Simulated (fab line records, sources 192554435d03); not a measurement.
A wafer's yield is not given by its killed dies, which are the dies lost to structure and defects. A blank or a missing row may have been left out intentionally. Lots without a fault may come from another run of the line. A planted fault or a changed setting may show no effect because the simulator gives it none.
fab line records -- flow n5-finfet -- part 2 of 2: steps 43 to 44 of 44
record: lots: 5, wafers: 15, last-day: 18
route steps=1938 shown GATE_CUT@465 PASSIVATION@1936
lots that met no fault: taken from a fault-free run of the same line
start-h: start of the lot's first displayed wafer, in hours after the record's first day -- wait-h: how many hours have passed since the lot's step before this one -- " same as the row above -- L1.1+2: a row that stands for several wafers -- - either no value or no given start -- * or withheld: withheld -- < > ~ a bound
route shown NAME@n: a module of which the file shows steps, and the number in the route of the first -- usual: mean/standard deviation taken from wafers without a fault -- same: alike in all rows -- chamber/n: place in a boat -- sites: per-site readings -- _std_site: the standard deviation of these -- _edge_site: outer sites' mean less inner sites' -- radius-mm: for every site, how far away it sits from the centre of the wafer -- mask NAME#n: copy n -- behind: tool/chamber where the wafer was last shaped -- hold: what put the lot on hold/how long, in hours/how the hold closed -- device: whichever transistor did not switch (one of n, p or np) -- end of line: the tests these same wafers got at the end of their route -- step lacking rows: just its recipe -- killed: dies lost to structure and defects at the first sort, not the wafer's yield -- map: a wafer's dies, marking killed ones x, the rest . and places with no die _
set.NAME: the setting the step ran with; set.NAME@STEP: the setting that earlier step ran with -- model.NAME: the simulator's own value behind a step, which no gauge read
lots at some steps of the route; a table a step, a row a wafer
services: from which hour (start-h, from the record's first day; less than 0 if before it) a tool's chamber was out of use, for how many hours, and why
== steps ==
step: N5_GATE_CUT_CMP_43
recipe: material: SiO2, post-cmp-clean: rinse-only
usual: motor-current-A: 12.3/1.3
lot.wafer,tool,chamber,start-h,wait-h,motor-current-A,model.SiO2_of_GATE_CUT_HM_DEP_46.thk-nm
L838.4,cmp-03,0,121.92,0.1,10.5,5.2
L838.3,cmp-03,1,121.92,0.1,10.7,5.2
L838.5,cmp-03,0,121.92,0.1,10.4,5
L840.3,cmp-03,2,138.59,0.0,11.8,4.8
L840.1,cmp-03,0,138.59,0.0,10.3,5
L840.6,cmp-03,2,138.59,0.0,11.6,5.2
L843.1,cmp-04,1,152.26,0.1,14.8,5
L843.2,cmp-04,2,152.26,0.1,13.3,4.8
L843.6,cmp-04,1,152.26,0.1,14.4,5
L847.4,cmp-02,1,175.80,0.0,10.9,5.2
L847.3,cmp-02,2,175.80,0.0,12.8,5
L847.5,cmp-02,1,175.80,0.0,10.8,5
L853.2,cmp-03,0,217.94,0.0,10.0,4.8
L853.1,cmp-03,1,217.94,0.0,10.7,5
L853.3,cmp-03,2,217.94,0.0,11.5,3.2
step: N5_PASSIVATION_PROBE_49
usual: killed_at_M0_to_M3: 34/11, killed_at_M4_up: 14/5.6, killed-at-contacts: 13/5.9, killed-at-front-end: 40/11, killed-at-other: 4/3.1, killed-dies: 105/16, killed-open: 68/11, killed-short: 34/8.4
same: gross-dies: 1180, killed-at-back-side: 0
lot.wafer,tool,chamber,start-h,wait-h,killed_at_M0_to_M3,killed_at_M4_up,killed-at-contacts,killed-at-front-end,killed-at-other,killed-dies,killed-open,killed-short
L838.3,prober-01,-,317.55,0.1,35,16,9,51,1,112,74,35
L838.4,prober-01,-,317.60,0.2,36,10,13,23,0,82,43,39
L838.5,prober-01,-,317.65,0.2,31,13,13,42,1,100,62,38
L843.1,prober-02,-,353.82,0.0,47,7,8,29,5,96,68,28
L843.2,prober-02,-,353.87,0.1,38,22,8,36,4,108,76,30
L843.6,prober-02,-,354.07,0.3,98,8,8,35,6,155,89,65
L847.3,prober-02,-,381.57,0.1,31,16,12,20,0,79,58,19
L847.4,prober-02,-,381.62,0.2,45,16,12,43,1,117,77,32
L847.5,prober-02,-,381.67,0.2,13,16,10,40,2,81,52,25
L853.1,prober-02,-,429.93,1.4,29,15,19,53,3,119,79,32
L853.2,prober-02,-,429.98,1.5,28,18,15,26,1,88,63,23
L853.3,prober-02,-,430.03,1.5,29,26,9,22,6,92,60,30
killed by level:class
L838.3 FIN_SAQP:geometric-particle:open=12 BEOL_M4:geometric-particle:open=11 BEOL_M1:geometric-particle:open=9 MOL_CONTACT_COAG:geometric-particle:open=8 BEOL_M0_SAQP:geometric-particle:open=8 GATE_CUT:geometric-particle:short=7 FIN_SAQP:geometric-particle:short=5 FIN_CUT:geometric-particle:open=5
L838.4 MOL_CONTACT_COAG:geometric-particle:open=11 BEOL_M1:geometric-particle:short=8 BEOL_M3:geometric-particle:short=6 BEOL_M3:geometric-particle:open=6 BEOL_M0_SAQP:geometric-particle:open=5 GATE_CUT:geometric-particle:open=4 GATE_CUT:geometric-particle:short=4 BEOL_M0_SAQP:geometric-particle:short=4
L838.5 FIN_SAQP:geometric-particle:open=13 MOL_CONTACT_COAG:geometric-particle:open=9 FIN_SAQP:geometric-particle:short=7 BEOL_M1:geometric-particle:open=7 STI_FIN_REVEAL:geometric-particle:open=6 BEOL_M0_SAQP:geometric-particle:short=6 BEOL_M0:geometric-particle:open=5 BEOL_M4:geometric-particle:open=5
L843.1 BEOL_M1:geometric-particle:open=12 BEOL_M2:geometric-particle:open=11 BEOL_M0_SAQP:geometric-particle:open=11 FIN_SAQP:geometric-particle:short=7 DUMMY_GATE:geometric-particle:open=7 BEOL_M0_SAQP:geometric-particle:short=6 MOL_CONTACT_COAG:geometric-particle:open=4 MOL_CONTACT_COAG:geometric-particle:short=4
L843.2 BEOL_M4:geometric-particle:open=12 BEOL_M1:geometric-particle:open=9 BEOL_M0_SAQP:geometric-particle:open=8 BEOL_M2:geometric-particle:open=8 FIN_SAQP:geometric-particle:open=7 DUMMY_GATE:geometric-particle:open=7 GATE_CUT:geometric-particle:short=6 MOL_CONTACT_COAG:geometric-particle:open=5
L843.6 BEOL_M0_SAQP:geometric-particle:short=39 BEOL_M0_SAQP:geometric-particle:open=25 BEOL_M2:geometric-particle:open=15 FIN_SAQP:geometric-particle:short=8 BEOL_M3:geometric-particle:open=8 STI_FIN_REVEAL:geometric-particle:open=7 MOL_CONTACT_COAG:geometric-particle:open=7 BEOL_M1:geometric-particle:open=6
L847.3 MOL_CONTACT_COAG:geometric-particle:open=10 STI_FIN_REVEAL:geometric-particle:open=9 BEOL_M0_SAQP:geometric-particle:short=7 BEOL_M4:geometric-particle:open=7 BEOL_M0_SAQP:geometric-particle:open=5 BEOL_M1:geometric-particle:open=5 BEOL_M5:geometric-particle:open=5 FIN_SAQP:geometric-particle:open=4
L847.4 BEOL_M0_SAQP:geometric-particle:short=13 FIN_SAQP:geometric-particle:open=12 STI_FIN_REVEAL:geometric-particle:open=10 MOL_CONTACT_COAG:geometric-particle:open=9 BEOL_M0_SAQP:geometric-particle:open=8 BEOL_M2:geometric-particle:open=8 BEOL_M5:geometric-particle:open=7 BEOL_M1:geometric-particle:open=5
L847.5 STI_FIN_REVEAL:geometric-particle:open=10 FIN_SAQP:geometric-particle:open=9 MOL_CONTACT_COAG:geometric-particle:open=9 BEOL_M4:geometric-particle:open=8 FIN_SAQP:geometric-particle:short=6 STARTING-WAFER:geometric-particle:short=5 BEOL_M0_SAQP:geometric-particle:short=4 DUMMY_GATE:geometric-particle:open=3
L853.1 MOL_CONTACT_COAG:geometric-particle:open=16 FIN_SAQP:geometric-particle:open=15 STI_FIN_REVEAL:geometric-particle:open=11 BEOL_M4:geometric-particle:open=8 BEOL_M0_SAQP:geometric-particle:short=7 HKMG_FIN:area-etch=7 BEOL_M0_SAQP:geometric-particle:open=6 FIN_SAQP:geometric-particle:short=5
L853.2 MOL_CONTACT_COAG:geometric-particle:open=11 BEOL_M0_SAQP:geometric-particle:short=11 BEOL_M4:geometric-particle:open=8 FIN_SAQP:geometric-particle:open=5 STARTING-WAFER:geometric-particle:open=5 STI_FIN_REVEAL:geometric-particle:open=4 MOL_CONTACT_COAG:geometric-particle:short=4 BEOL_M1:geometric-particle:open=4
L853.3 MOL_CONTACT_COAG:geometric-particle:open=9 BEOL_M0_SAQP:geometric-particle:open=8 BEOL_M4:geometric-particle:open=8 BEOL_M0_SAQP:geometric-particle:short=7 BEOL_M4:geometric-particle:short=5 ILD0:geometric-particle:short=4 GATE_CUT:geometric-particle:short=4 BEOL_M5:geometric-particle:open=4
== services ==
tool,chamber,start-h,hours,kind
pecvd-02,0,93.59,4.7,repair
pecvd-01,-,94.07,6.0,pm
rie-metal-03,1,94.94,8.2,repair
cmp-04,-,98.12,3.3,repair
pecvd-02,-,101.28,1.1,repair
rie-metal-03,1,103.40,16.7,repair
pecvd-02,2,110.89,8.5,repair
cmp-04,-,111.36,10.1,pm
cmp-03,-,117.20,3.2,pm
cmp-02,-,120.37,3.8,pm
cmp-04,-,123.00,0.7,repair
pecvd-02,0,131.36,4.5,repair
cmp-04,-,142.43,4.0,pm
cmp-02,-,153.93,0.7,repair
rie-diel-03,1,154.43,5.8,repair
rie-diel-06,3,165.87,11.5,repair
pecvd-04,1,171.87,21.9,repair
cmp-04,-,173.15,2.0,repair
pecvd-01,2,180.44,14.7,repair
rie-diel-06,2,182.28,6.3,repair
pecvd-01,-,196.23,0.5,repair
rie-diel-03,3,204.13,13.8,repair
cmp-03,-,209.31,0.3,repair
rie-diel-06,-,216.83,4.3,pm
== key ==
first-sign: step: N5_GATE_CUT_HM_OPEN_40, reading: etch-rf-on-time-s, direction: down, sigmas: 11, usual: *, struck: *
effect: step: N5_GATE_CUT_THK_MEAS_24, reading: GC_FILL_THK, direction: down, sigmas: 15, usual: 220.5, struck: 181.2
model-effect: step: N5_GATE_CUT_HM_DEP_46, value: SiO2_of_GATE_CUT_HM_DEP_46.thk-nm, without: 128, struck: 91.4
model-effect: step: N5_GATE_CUT_HM_OPEN_40, value: etch.depth-nm, without: 128.1, struck: 91.43
model-effect: step: N5_GATE_CUT_CMP_43, value: SiO2_of_GATE_CUT_HM_DEP_46.thk-nm, without: 4.8, struck: 3.2
met-at N5_GATE_CUT_HM_DEP_46
struck-wafers L853.3
tester-left-out L853
onset-between 172.56 214.82
fault: kind: process-parameter-drift, tool: pecvd-01, chamber: -, onset-h: 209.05, steps: N5_GATE_CUT_HM_DEP_46, channel: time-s, offset: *, shape: step, end-h: 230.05, scope: struck-wafers-only, acts-in: *, stated: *
tester-left-out: of these lots the tester's yield and bins aren't shown, on N5 and GAA mostly nor the transistor test; their killed dies are dies lost to structure and defects alone, not to doping, threshold or leakage, so they don't give the yield
